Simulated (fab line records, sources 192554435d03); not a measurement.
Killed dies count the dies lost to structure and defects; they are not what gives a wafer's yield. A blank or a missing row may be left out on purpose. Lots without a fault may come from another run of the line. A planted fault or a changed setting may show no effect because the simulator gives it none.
A struck lot beside a sound one :: flow n5 finfet :: 16 out of 1938 route steps
Sound: wafers L532.1, L532.4, L532.5. Wafers L526.2, L526.5, L526.6 were the ones struck. The cause is named last.
At each step with rows: each side's tool, then ch and its chambers, then its first start. Under that, the readings that differ: sound wafers :: struck wafers :: difference of the means :: sigmas: that difference in standard deviations of wafers without a fault.
alike: a reading whose means differ by less than 2 such deviations, as well as words and numbers matching on both sides. not compared: withheld readings; readings where some wafer has no value; bounds like >300 that might hide an equal value; numbers whose values overlap and for which the record gives no deviation.
Wherever a step has rows on one side only, a row that says differs or no value, or a row with sigmas, the two part there. Non-overlapping numbers with no deviation appear without sigmas and do not part them. Lack of a reading on every wafer of one side parts them only where that side has two or more wafers.

first, 4 steps without rows for these wafers: N5_BEOL_M3_HM_STRIP_39 (strips TiN in peroxide tin strip, target depth 25 nm, time 158 s); N5_BEOL_M3_SRD_40 (time 30 s); N5_BEOL_M3_PRECLEAN_42 (cleans in residue remover, time 60 s); N5_BEOL_M3_SRD_43 (time 30 s).
N5_BEOL_M3_CD_MEAS_35: target cd 18 nm, target cd y 21 nm.
  struck on cd sem-02, day 11 22:16; sound on cd sem-01, day 13 14:20
  alike: cd nm
N5_BEOL_M3_DEGAS_44: time 60 s.
  struck on pvd sputter-02, day 11 22:34; sound on pvd sputter-03, day 13 16:09
  alike: heater power w, susceptor temp C
N5_BEOL_M3_PRE_CLEAN_45: time 30 s.
  struck on pvd sputter-02, day 11 22:36; sound on pvd sputter-03, day 13 16:11
  alike: heater power w, susceptor temp C
then, 3 steps without rows for these wafers: N5_BEOL_M3_ALD_84 (deposits TaN, pulse time 2 s, purge time 3 s, co reactant purge time 2 s); N5_BEOL_M3_SURFACE_TREAT_85; N5_BEOL_M3_CVD_47 (deposits Co from CCTBA/H2, target thk 3 nm, time 223.8 s).
N5_BEOL_M3_SPUTTER_48: material Cu, target thk 4.5 nm, time 8.29 s.
  struck on pvd sputter-02, day 11 23:11; sound on pvd sputter-03, day 13 17:01
  alike: chamber pressure pa, chuck gas flow sccm, chuck sensor temp C, substrate temp c, susceptor temp C, throttle valve pct
N5_BEOL_M3_ANNEAL_49: time 240 s.
  struck on pvd sputter-02, day 11 23:16; sound on pvd sputter-03, day 13 17:05
  alike: heater power w, susceptor temp C
N5_BEOL_M3_SPUTTER_79: material Cu, target thk 4.5 nm, time 8.29 s.
  struck on pvd sputter-02, day 11 23:26; sound on pvd sputter-03, day 13 17:14
  no value came back on the struck wafers for any of 6 readings (chamber pressure pa (Pa), chuck gas flow sccm (sccm) and others); on the sound wafers chamber pressure pa (Pa) reads 0.07015 0.07007 0.06996
N5_BEOL_M3_ANNEAL_80: time 240 s.
  struck on pvd sputter-02, day 11 23:31; sound on pvd sputter-03, day 13 17:19
  alike: heater power w, susceptor temp C
N5_BEOL_M4_RC_MEAS_101:
  sound on prober-02 ch 0, day 14 10:52; struck on prober-02 ch 0, day 12 12:37
  alike: DIBL_N, DIBL_P, IOFF_N, IOFF_P, ION_N, ION_P, SS_N, SS_P, VT_N, VT_P
-- record jumps: 4 days separate the struck wafers' starts on either side; left off in module BEOL_M4, taken up again in module PASSIVATION, whose first shown step is the route's number 1936 --
N5_PASSIVATION_PROBE_49:
  the record has rows for the struck wafers here (prober-01, day 16 16:37) and none for the sound ones

## WHERE THEY PART
Last at N5_PASSIVATION_PROBE_49 as far as this record goes, first at N5_BEOL_M3_SPUTTER_79.

WHY: what the simulator had put in
Skipped step whole: pvd sputter-02, from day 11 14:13 on, at N5_BEOL_M3_SPUTTER_79. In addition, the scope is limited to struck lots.
